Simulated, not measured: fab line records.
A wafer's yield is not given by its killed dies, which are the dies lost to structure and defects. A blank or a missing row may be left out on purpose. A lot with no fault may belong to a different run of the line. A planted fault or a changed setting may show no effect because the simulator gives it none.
Matching of chambers / flow nandHarc / rieDiel-04 running NHARC_A_WL_FILL_STRIP_29: 4 sister chambers
The step strips in O2, time 20 s. 8 wafers are shown with their chamber, then 7 later ones without.

== WAFERS PAIRED WITH THEIR CHAMBERS ==
wafer=L075.1; chamber=3; drypumpMotorCurrentA (A)=5.4; oesProductAu (a.u.)=1.000
wafer=L075.3; chamber=1; drypumpMotorCurrentA (A)=5.3; oesProductAu (a.u.)=0.987
wafer=L076.2; chamber=1; drypumpMotorCurrentA (A)=5.3; oesProductAu (a.u.)=0.985
wafer=L089.1; chamber=3; drypumpMotorCurrentA (A)=5.4; oesProductAu (a.u.)=1.001
wafer=L090.2; chamber=0; drypumpMotorCurrentA (A)=6.1; oesProductAu (a.u.)=0.992
wafer=L090.5; chamber=2; drypumpMotorCurrentA (A)=5.8; oesProductAu (a.u.)=0.986
wafer=L092.1; chamber=2; drypumpMotorCurrentA (A)=5.8; oesProductAu (a.u.)=1.003
wafer=L092.4; chamber=0; drypumpMotorCurrentA (A)=6.2; oesProductAu (a.u.)=0.984

== WAFERS WHOSE CHAMBER IS MISSING ==
wafer=L092.6; drypumpMotorCurrentA (A)=5.2; oesProductAu (a.u.)=0.994
wafer=L093.2; drypumpMotorCurrentA (A)=5.8; oesProductAu (a.u.)=0.991
wafer=L093.4; drypumpMotorCurrentA (A)=6.2; oesProductAu (a.u.)=0.990
wafer=L093.6; drypumpMotorCurrentA (A)=5.4; oesProductAu (a.u.)=1.003
wafer=L094.3; drypumpMotorCurrentA (A)=5.8; oesProductAu (a.u.)=0.998
wafer=L094.4; drypumpMotorCurrentA (A)=5.4; oesProductAu (a.u.)=0.999
wafer=L094.5; drypumpMotorCurrentA (A)=6.2; oesProductAu (a.u.)=0.999

== WHICH CHAMBER EACH ONE RAN IN ==
wafer=L092.6; from the rows above=1; in truth=1
wafer=L093.2; from the rows above=2; in truth=2
wafer=L093.4; from the rows above=0; in truth=0
wafer=L093.6; from the rows above=3; in truth=3
wafer=L094.3; from the rows above=2; in truth=2
wafer=L094.4; from the rows above=3; in truth=3
wafer=L094.5; from the rows above=0; in truth=0
Correct placement for 7 of the 7. From these rows, 0 cannot be placed. Wrongly placed: 0.
How it was worked out, from the rows above alone: a wafer's distance from a chamber is the root of the sum, over the readings, of the square of ((its reading less the chamber's mean) divided by the reading's scatter). The wafer belongs to the nearest chamber; if the next one is less than 2 further off, it can't be placed. Each chamber's mean is taken over the wafers shown for it. The scatter: take each reading less its chamber's mean, square it, sum over the shown wafers, divide by the number of wafers less the number of chambers, and take the root.
